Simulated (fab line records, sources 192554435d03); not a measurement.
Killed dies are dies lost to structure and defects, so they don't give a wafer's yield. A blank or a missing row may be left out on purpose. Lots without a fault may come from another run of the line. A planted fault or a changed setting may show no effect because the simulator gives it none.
Chamber matching | flow n5_finfet | N5_BEOL_M14_DESCUM_33 on rie_diel-01: 4 sister chambers
The step chemistry O2, time 7.9 s. 7 wafers are shown with their chamber, then 9 later ones without.

WAFERS WITH THEIR CHAMBER
wafer  | chamber | showerhead_plenum_p_Torr (Torr) | throttle_valve_pct (%)
L079.4 | 1       | 2.14                            | 20.61
L086.1 | 1       | 2.14                            | 20.60
L089.5 | 0       | 2.03                            | 20.30
L089.6 | 2       | 2.03                            | 20.14
L088.1 | 0       | 2.03                            | 20.32
L088.3 | 2       | 2.02                            | 20.16
L088.6 | 3       | 2.06                            | 20.19

WAFERS WITHOUT THEIR CHAMBER
wafer  | showerhead_plenum_p_Torr (Torr) | throttle_valve_pct (%)
L090.2 | 2.05                            | 20.19
L090.5 | 2.05                            | 20.19
L090.6 | 2.02                            | 20.16
L094.1 | 2.02                            | 20.18
L094.3 | 2.03                            | 20.34
L094.5 | 2.05                            | 20.21
L097.1 | 2.02                            | 20.20
L097.2 | 2.13                            | 20.17
L097.6 | 2.02                            | 20.17

WHICH CHAMBER EACH WENT THROUGH
wafer  | from the rows above | in truth
L090.2 | 3                   | 3
L090.5 | 3                   | 3
L090.6 | 2                   | 2
L094.1 | 2                   | 2
L094.3 | 0                   | 0
L094.5 | 3                   | 3
L097.1 | 2                   | 2
L097.2 | 3                   | 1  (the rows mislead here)
L097.6 | 2                   | 2
Placed correctly: 8 of 9. Can't be placed from these rows: 0. Placed wrongly: 1.
How it was worked out, from the rows above alone: a wafer's distance from a chamber is the root of the sum, over the readings, of the square of ((its reading less the chamber's mean) divided by the reading's scatter). The wafer belongs to the nearest chamber; if the next one is less than 2 further off, it can't be placed. A chamber's mean is the mean of its shown wafers. The scatter: the root of (the sum of the squares of (reading less its chamber's mean) over the shown wafers, divided by (wafers less chambers)).
